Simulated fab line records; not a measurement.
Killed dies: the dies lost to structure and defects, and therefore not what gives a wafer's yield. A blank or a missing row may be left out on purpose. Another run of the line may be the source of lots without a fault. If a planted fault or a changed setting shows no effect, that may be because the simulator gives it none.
Which of the tools did it?    flow nand_harc    72 wafers from 24 lots sampled at 4 of the route's 1159 steps

## WHAT THE GAUGES READ, wafer by wafer
NHARC_P_STI_CD_MEAS_16. Usual: cd_nm reads 199 nm (standard deviation 3.2).
lot   measured     on         cd_nm (nm)   flag
L074  day 2 11:46  cd_sem-02  202 200 202  
L075  day 2 17:27  cd_sem-01  201 196 198  
L076  day 3 01:49  cd_sem-01  195 196 194  
L077  day 3 05:34  cd_sem-03  198 197 197  
L078  day 3 13:17  cd_sem-01  200 197 199  
L079  day 3 17:53  cd_sem-03  202 205 203  
L080  day 4 03:10  cd_sem-02  202 206 208  
L081  day 4 03:22  cd_sem-03  202 206 197  
L082  day 4 11:37  cd_sem-03  196 201 204  
L083  day 4 17:40  cd_sem-03  200 196 198  
L084  day 4 23:38  cd_sem-01  198 200 200  
L085  day 5 07:21  cd_sem-01  199 201 195  
L086  day 5 11:58  cd_sem-02  201 196 196  
L088  day 5 23:20  cd_sem-01  199 199 198  
L087  day 5 23:23  cd_sem-03  199 198 200  
L090  day 6 08:07  cd_sem-03  206 198 205  
L089  day 6 08:16  cd_sem-01  203 203 204  
L091  day 6 17:49  cd_sem-02  200 197 199  
L092  day 7 00:15  cd_sem-02  197 199 196  
L093  day 7 05:26  cd_sem-01  202 199 196  
L094  day 7 14:27  cd_sem-03  200 206 204  
L095  day 7 14:37  cd_sem-02  195 199 200  
L097  day 8 02:07  cd_sem-01  195 197 198  
L096  day 8 02:09  cd_sem-03  199 200 201  

NHARC_P_GATE_CD_MEAS_46 targets a cd of 720 nm. Usual: cd_nm reads 718.9 nm (standard deviation 2.1).
lot   measured      on         cd_nm (nm)         flag
L074  day 5 01:22   cd_sem-03  714.5 715.7 720.2  
L075  day 5 10:33   cd_sem-03  720.3 721.9 716.9  
L076  day 5 14:51   cd_sem-03  718.3 720.1 718.8  
L077  day 5 15:01   cd_sem-03  717.9 721.7 717.6  
L078  day 6 03:55   cd_sem-01  723.5 718.3 721.3  
L079  day 6 04:35   cd_sem-01  717.8 717.1 721.1  
L080  day 6 22:05   cd_sem-02  717.6 716.8 715.6  
L081  day 6 22:18   cd_sem-02  717.7 719.4 720.9  
L082  day 7 04:19   cd_sem-02  721.0 722.4 717.1  
L083  day 7 14:55   cd_sem-01  714.8 721.0 718.3  
L084  day 8 10:02   cd_sem-02  721.2 719.1 720.9  
L085  day 8 08:49   cd_sem-03  719.8 718.0 722.2  
L086  day 8 15:06   cd_sem-02  721.0 718.3 716.7  
L088  day 8 10:23   cd_sem-03  720.3 721.3 719.3  
L087  day 8 16:01   cd_sem-01  716.2 718.1 720.7  
L090  day 9 00:39   cd_sem-03  716.7 720.5 722.1  
L089  day 9 00:13   cd_sem-01  715.9 716.8 721.4  
L091  day 9 11:32   cd_sem-03  718.6 721.0 720.0  
L092  day 9 18:00   cd_sem-01  721.1 718.4 717.2  
L093  day 9 15:59   cd_sem-03  721.5 718.5 719.1  
L094  day 10 06:33  cd_sem-03  721.5 722.7 723.8  
L095  day 10 06:05  cd_sem-02  715.7 719.1 719.5  
L097  day 10 18:26  cd_sem-03  719.9 719.8 717.5  
L096  day 10 19:07  cd_sem-01  717.4 716.5 720.4  

NHARC_P_CONTACT_INSPECT_27. Usual: raw_defect_count reads 295 (standard deviation 120).
lot   measured      on                 raw_defect_count  flag
L074  day 5 14:05   defect_inspect-01  509 283 362       
L075  day 6 03:43   defect_inspect-01  202 207 308       
L076  day 6 04:16   defect_inspect-01  302 205 157       
L077  day 6 05:14   defect_inspect-02  235 277 232       
L078  day 6 15:26   defect_inspect-01  171 130 93        
L079  day 6 16:08   defect_inspect-02  225 393 383       
L080  day 7 09:28   defect_inspect-02  311 216 131       
L081  day 7 09:58   defect_inspect-01  386 403 375       
L082  day 7 18:23   defect_inspect-01  155 528 394       
L083  day 8 12:35   defect_inspect-01  168 248 210       
L084  day 9 01:38   defect_inspect-01  241 294 406       
L085  day 8 20:26   defect_inspect-02  324 292 214       
L086  day 9 04:13   defect_inspect-02  316 315 351       
L088  day 9 02:10   defect_inspect-01  158 149 171       
L087  day 9 09:11   defect_inspect-02  375 212 244       
L090  day 9 19:29   defect_inspect-01  518 593 552       
L089  day 9 18:30   defect_inspect-01  257 314 454       
L091  day 10 00:32  defect_inspect-01  250 299 185       
L092  day 10 05:36  defect_inspect-01  301 313 248       
L093  day 10 03:38  defect_inspect-01  301 385 287       
L094  day 11 02:46  defect_inspect-01  323 371 675       
L095  day 11 02:43  defect_inspect-02  172 147 201       
L097  day 11 06:30  defect_inspect-02  326 356 237       
L096  day 11 06:53  defect_inspect-01  190 153 239       

## WHICH TOOL RAN EACH LOT (tool, then ch and the chambers of the sampled wafers, then the start)
lot   NHARC_P_GATE_STRIP_111
L074  plasma_asher-02 ch 0,1, day 5 01:53
L075  plasma_asher-02 ch 1, day 5 11:53
L076  plasma_asher-02 ch 0,1, day 5 15:31
L077  plasma_asher-02 ch 0,1, day 5 15:59
L078  plasma_asher-02 ch 0,1, day 6 04:29
L079  plasma_asher-01 ch 0,1, day 6 05:10
L080  plasma_asher-02 ch 1, day 6 22:40
L081  plasma_asher-01 ch 0,1, day 6 22:53
L082  plasma_asher-01 ch 0,1, day 7 04:54
L083  plasma_asher-02 ch 0,1, day 7 15:26
L084  plasma_asher-02 ch 0,1, day 8 10:34
L085  plasma_asher-02 ch 0,1, day 8 09:26
L086  plasma_asher-01 ch 0,1, day 8 15:56
L088  plasma_asher-01 ch 0,1, day 8 10:56
L087  plasma_asher-01 ch 0,1, day 8 16:32
L090  plasma_asher-02 ch 0,1, day 9 01:12
L089  plasma_asher-01 ch 0,1, day 9 00:50
L091  plasma_asher-02 ch 0,1, day 9 12:07
L092  plasma_asher-02 ch 0, day 9 18:33
L093  plasma_asher-01 ch 0,1, day 9 16:37
L094  plasma_asher-01 ch 0,1, day 10 07:04
L095  plasma_asher-02 ch 1, day 10 06:40
L097  plasma_asher-02 ch 0,1, day 10 19:03
L096  plasma_asher-01 ch 0,1, day 10 19:38
- NHARC_P_GATE_STRIP_111: strips in N2/H2, time 250 s.

## AS READ BY THE TOOLS THEMSELVES (means over the sampled wafers that have a number; for cases with no such wafer, the mark the record gives instead)
NHARC_P_GATE_STRIP_111. Usual: drypump_motor_current_A 5.65 A, standard deviation 0.25; heater_power_w 85 W, standard deviation 7.2.
lot   tool             drypump_motor_current_A (A)  heater_power_w (W)  flag
L074  plasma_asher-02  5.46                         86                  
L075  plasma_asher-02  5.28                         78                  
L076  plasma_asher-02  5.64                         91                  
L077  plasma_asher-02  5.47                         84                  
L078  plasma_asher-02  5.62                         92                  
L079  plasma_asher-01  5.78                         80                  
L080  plasma_asher-02  5.28                         79                  
L081  plasma_asher-01  5.85                         84                  
L082  plasma_asher-01  5.84                         82                  
L083  plasma_asher-02  5.48                         86                  
L084  plasma_asher-02  5.62                         90                  
L085  plasma_asher-02  5.59                         91                  
L086  plasma_asher-01  5.83                         82                  
L088  plasma_asher-01  5.77                         80                  
L087  plasma_asher-01  5.75                         80                  
L090  plasma_asher-02  5.44                         88                  
L089  plasma_asher-01  5.78                         80                  
L091  plasma_asher-02  5.46                         88                  
L092  plasma_asher-02  5.78                         89                  
L093  plasma_asher-01  5.77                         80                  
L094  plasma_asher-01  5.86                         83                  
L095  plasma_asher-02  5.29                         87                  
L097  plasma_asher-02  5.59                         89                  
L096  plasma_asher-01  5.76                         82                  

## THE ANSWER, worked out from the rows above alone
Rule: take the mean of a lot's wafers that have a number; if it is more than 3 standard deviations from the usual mean, the lot is off. Also off: a lot with no number at a reading for which 4 or more lots have one. The other lots that the step has rows for count as sound. The gauges are gone through in route order, then the tools' own readings, and for those a lot's mean is taken as printed above. The first step at which some lot is off is used, and at that step the reading that is off furthest; a lot without a number counts as furthest.
No lot is off on any of the readings shown, so nothing can be concluded from this.

## WHAT THE SIMULATOR PUT IN
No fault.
